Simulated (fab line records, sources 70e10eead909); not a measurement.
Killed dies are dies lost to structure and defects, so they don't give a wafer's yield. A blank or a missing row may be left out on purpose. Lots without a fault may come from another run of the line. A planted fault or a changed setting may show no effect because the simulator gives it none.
Which tool did it? | flow nand_harc | 11 lots, 33 wafers sampled, at 6 steps of a route of 1302

WHAT THE GAUGES READ, wafer by wafer
NHARC_P_GATE_CD_MEAS_46: target cd 720 nm. Usual: cd_nm 719.8 nm, standard deviation 1.4.
lot  | measured     | on        | cd_nm (nm)        | flag
L581 | day 5 18:22  | cd_sem-03 | 719.3 720.9 719.9 |
L585 | day 7 14:13  | cd_sem-01 | 722.7 722.2 721.8 |
L586 | day 7 14:32  | cd_sem-02 | 718.7 720.0 717.2 |
L588 | day 8 11:37  | cd_sem-01 | 720.1 720.1 718.6 |
L589 | day 8 17:27  | cd_sem-01 | 720.2 719.4 720.0 |
L590 | day 9 12:39  | cd_sem-01 | 717.7 717.1 717.2 |
L593 | day 10 07:51 | cd_sem-01 | 720.4 717.9 719.7 |
L594 | day 10 22:16 | cd_sem-02 | 721.3 721.4 722.5 |
L595 | day 11 15:19 | cd_sem-02 | 720.3 720.8 721.0 |
L603 | day 14 19:01 | cd_sem-01 | 722.7 720.7 721.8 |
L604 | day 15 06:31 | cd_sem-02 | 718.7 717.4 718.6 |

NHARC_P_GATE_CD_MEAS_59: target cd 720 nm. Usual: cd_nm 720.6 nm, standard deviation 1.4.
lot  | measured     | on        | cd_nm (nm)        | flag
L581 | day 5 20:08  | cd_sem-01 | 717.8 720.4 718.1 |
L585 | day 7 15:56  | cd_sem-03 | 721.1 719.7 721.5 |
L586 | day 7 16:19  | cd_sem-03 | 722.0 721.7 720.0 |
L588 | day 8 13:22  | cd_sem-01 | 721.5 720.5 720.9 |
L589 | day 8 19:13  | cd_sem-03 | 719.6 718.2 719.2 |
L590 | day 9 14:16  | cd_sem-01 | 721.9 721.5 721.5 |
L593 | day 10 09:29 | cd_sem-02 | 721.3 719.7 719.9 |
L594 | day 11 00:01 | cd_sem-01 | 713.9 712.3 714.6 | OFF
L595 | day 11 17:04 | cd_sem-02 | 722.8 722.8 723.7 |
L603 | day 14 20:40 | cd_sem-01 | 721.1 723.0 721.5 |
L604 | day 15 08:16 | cd_sem-01 | 718.8 720.4 718.8 |

NHARC_END_SORT_01. Usual: killed_at_array 61, standard deviation 22; killed_at_other 0.8, standard deviation 1; killed_at_periphery 3.8, standard deviation 2.3; killed_dies 66, standard deviation 22; killed_open 3.2, standard deviation 1.9; killed_short 2.8, standard deviation 1.8.
lot  | measured     | on        | killed_at_array | killed_at_other | killed_at_periphery | killed_dies | killed_open | killed_short | flag
L585 | day 26 09:17 | prober-02 | 66 72 81        | 0 0 0           | 1 4 5               | 67 76 86    | 1 2 2       | 3 3 1        |
L593 | day 28 10:52 | prober-02 | 68 39 55        | 0 0 1           | 2 2 1               | 70 41 57    | 3 2 2       | 4 2 2        |
L594 | day 30 01:13 | prober-02 | 73 73 76        | 1 1 1           | 1 4 2               | 75 78 79    | 4 3 3       | 2 3 4        |
L595 | day 30 08:08 | prober-02 | 48 64 32        | 2 0 3           | 6 2 4               | 56 66 39    | 1 5 6       | 2 1 2        |

WHICH TOOL RAN EACH LOT (tool, then ch and the chambers of the sampled wafers, then the start)
lot  | NHARC_P_GATE_ETCH_104              | NHARC_P_GATE_ETCH_114                         | NHARC_P_GATE_EXPOSE_56
L581 | rie_diel-04 ch 0,3, day 5 06:40    | rie_diel-04 ch 1,2,3, day 5 18:22 or earlier  | krf_scanner-03 ch 0, day 5 19:59
L585 | rie_diel-03 ch 0,2,3, day 7 02:35  | rie_diel-03 ch 1,2,3, day 7 14:13 or earlier  | krf_scanner-03 ch 0, day 7 15:47
L586 | rie_diel-05 ch 2,3, day 7 02:46    | rie_diel-05 ch 1,2,3, day 7 14:32 or earlier  | krf_scanner-02 ch 0, day 7 16:10
L588 | rie_diel-03 ch 0,1, day 7 23:50    | rie_diel-03 ch 0,2,3, day 8 11:37 or earlier  | krf_scanner-04 ch 0, day 8 13:13
L589 | rie_diel-04 ch 0,1,2, day 8 05:50  | rie_diel-04 ch 0,2,3, day 8 17:27 or earlier  | krf_scanner-02 ch 0, day 8 19:04
L590 | rie_diel-05 ch 0,1,2, day 8 22:59  | rie_diel-05 ch 0,1,3, day 9 12:39 or earlier  | krf_scanner-02 ch 0, day 9 14:07
L593 | rie_diel-05 ch 1,2,3, day 9 20:24  | rie_diel-05 ch 1,2, day 10 07:51 or earlier   | krf_scanner-02 ch 0, day 10 09:20
L594 | rie_diel-04 ch 0,1, day 10 10:33   | rie_diel-04 ch 0,1, day 10 22:16 or earlier   | krf_scanner-03 ch 0, day 10 23:52
L595 | rie_diel-03 ch 0,1,2, day 11 03:36 | rie_diel-03 ch 0,1, day 11 15:19 or earlier   | krf_scanner-02 ch 0, day 11 16:55
L603 | rie_diel-04 ch 0,1,3, day 14 07:18 | rie_diel-04 ch 0,2,3, day 14 19:01 or earlier | krf_scanner-04 ch 0, day 14 20:30
L604 | rie_diel-05 ch 1,2,3, day 14 18:55 | rie_diel-05 ch 1,3, day 15 06:31 or earlier   | krf_scanner-03 ch 0, day 15 08:07
- NHARC_P_GATE_ETCH_104: etches the open film in CF4/CHF3, target depth 60 nm.
- NHARC_P_GATE_ETCH_114: etches the open film in CF4/O2, target depth 30 nm, overetch 3 nm, time 16.5 s.
- NHARC_P_GATE_EXPOSE_56: exposes mask P PSD, target cd 720 nm.

WHAT THE TOOLS THEMSELVES READ (means of the sampled wafers that have a number; where no wafer has one, the mark that the record gives instead)
NHARC_P_GATE_ETCH_104. Usual: drypump_motor_current_A 5.8 A, standard deviation 0.46; oes_product_au 0.946 a.u., standard deviation 0.024; rf_vpp_V 371.5 V, standard deviation 2.2; showerhead_plenum_p_Torr 1.60 Torr, standard deviation 0.063; throttle_valve_pct 16.803 %, standard deviation 0.0099.
lot  | tool        | drypump_motor_current_A (A) | oes_product_au (a.u.) | rf_vpp_V (V) | showerhead_plenum_p_Torr (Torr) | throttle_valve_pct (%) | flag
L581 | rie_diel-04 | 5.9                         | 0.920                 | 371.0        | 1.57                            | 16.796                 |
L585 | rie_diel-03 | 5.7                         | 0.930                 | 370.8        | 1.59                            | 16.804                 |
L586 | rie_diel-05 | 5.5                         | 0.923                 | 373.9        | 1.68                            | 16.796                 |
L588 | rie_diel-03 | 6.3                         | 0.962                 | 371.2        | 1.59                            | 16.805                 |
L589 | rie_diel-04 | 6.0                         | 0.967                 | 370.2        | 1.56                            | 16.807                 |
L590 | rie_diel-05 | 5.7                         | 0.955                 | 372.8        | 1.64                            | 16.803                 |
L593 | rie_diel-05 | 5.7                         | 0.930                 | 373.3        | 1.64                            | 16.802                 |
L594 | rie_diel-04 | 6.2                         | 0.915                 | 371.2        | 1.58                            | 16.806                 |
L595 | rie_diel-03 | 5.9                         | 0.973                 | 370.8        | 1.59                            | 16.799                 |
L603 | rie_diel-04 | 5.9                         | 0.918                 | 371.3        | 1.60                            | 16.811                 |
L604 | rie_diel-05 | 5.7                         | 0.933                 | 372.8        | 1.64                            | 16.790                 |

NHARC_P_GATE_ETCH_114. Usual: drypump_motor_current_A 5.8 A, standard deviation 0.46; oes_product_au 1.000 a.u., standard deviation 0.0075; rf_vpp_V 198.3 V, standard deviation 1.3; showerhead_plenum_p_Torr 1.36 Torr, standard deviation 0.053; throttle_valve_pct 13.396 %, standard deviation 0.0093.
lot  | tool        | drypump_motor_current_A (A) | oes_product_au (a.u.) | rf_vpp_V (V) | showerhead_plenum_p_Torr (Torr) | throttle_valve_pct (%) | flag
L581 | rie_diel-04 | 5.7                         | 0.997                 | 198.1        | 1.34                            | 13.393                 |
L585 | rie_diel-03 | 5.6                         | 1.010                 | 198.3        | 1.33                            | 13.399                 |
L586 | rie_diel-05 | 5.7                         | 1.007                 | 198.6        | 1.40                            | 13.396                 |
L588 | rie_diel-03 | 5.7                         | 1.005                 | 199.1        | 1.35                            | 13.408                 |
L589 | rie_diel-04 | 6.1                         | 0.993                 | 196.0        | 1.30                            | 13.393                 |
L590 | rie_diel-05 | 5.7                         | 1.002                 | 198.0        | 1.38                            | 13.402                 |
L593 | rie_diel-05 | 5.9                         | 0.999                 | 197.2        | 1.37                            | 13.398                 |
L594 | rie_diel-04 | 6.2                         | 0.996                 | 198.5        | 1.34                            | 13.397                 |
L595 | rie_diel-03 | 6.3                         | 0.998                 | 197.3        | 1.34                            | 13.396                 |
L603 | rie_diel-04 | 6.1                         | 0.989                 | 197.6        | 1.30                            | 13.387                 |
L604 | rie_diel-05 | 5.8                         | 1.003                 | 199.3        | 1.36                            | 13.400                 |

NHARC_P_GATE_EXPOSE_56. Usual: exposure_dose_mJ_cm2 14.812, standard deviation 0.014.
lot  | tool           | exposure_dose_mJ_cm2 | flag
L581 | krf_scanner-03 | 14.821               |
L585 | krf_scanner-03 | 14.811               |
L586 | krf_scanner-02 | 14.811               |
L588 | krf_scanner-04 | 14.801               |
L589 | krf_scanner-02 | 14.835               |
L590 | krf_scanner-02 | 14.806               |
L593 | krf_scanner-02 | 14.792               |
L594 | krf_scanner-03 | 14.815               |
L595 | krf_scanner-02 | 14.799               |
L603 | krf_scanner-04 | 14.820               |
L604 | krf_scanner-03 | 14.813               |

THE ANSWER, worked out from the rows above alone
Rule: a lot is off if the mean of its wafers that have a number lies more than 3 standard deviations from the usual mean. A lot without any number at a reading at which 4 lots or more have one is off too. The other lots that the step has rows for count as sound. The gauges are gone through in route order, then the tools' own readings, and for those a lot's mean is taken as printed above. The first step at which some lot is off is used, and at that step the reading that is off furthest; a lot without a number counts as furthest.
Off: L594, at NHARC_P_GATE_CD_MEAS_59 (cd_nm).
A tool fits if, at a process step before that reading, it ran every lot that is off, and no sound lot after the first of them. The gauges at NHARC_P_GATE_CD_MEAS_59 are tried like those tools. NHARC_P_GATE_ETCH_114 gives no start for some lots, so the hours and the order of its lots are those of NHARC_P_GATE_CD_MEAS_46. None of those tried fits.

WHAT THE SIMULATOR HAD PUT IN
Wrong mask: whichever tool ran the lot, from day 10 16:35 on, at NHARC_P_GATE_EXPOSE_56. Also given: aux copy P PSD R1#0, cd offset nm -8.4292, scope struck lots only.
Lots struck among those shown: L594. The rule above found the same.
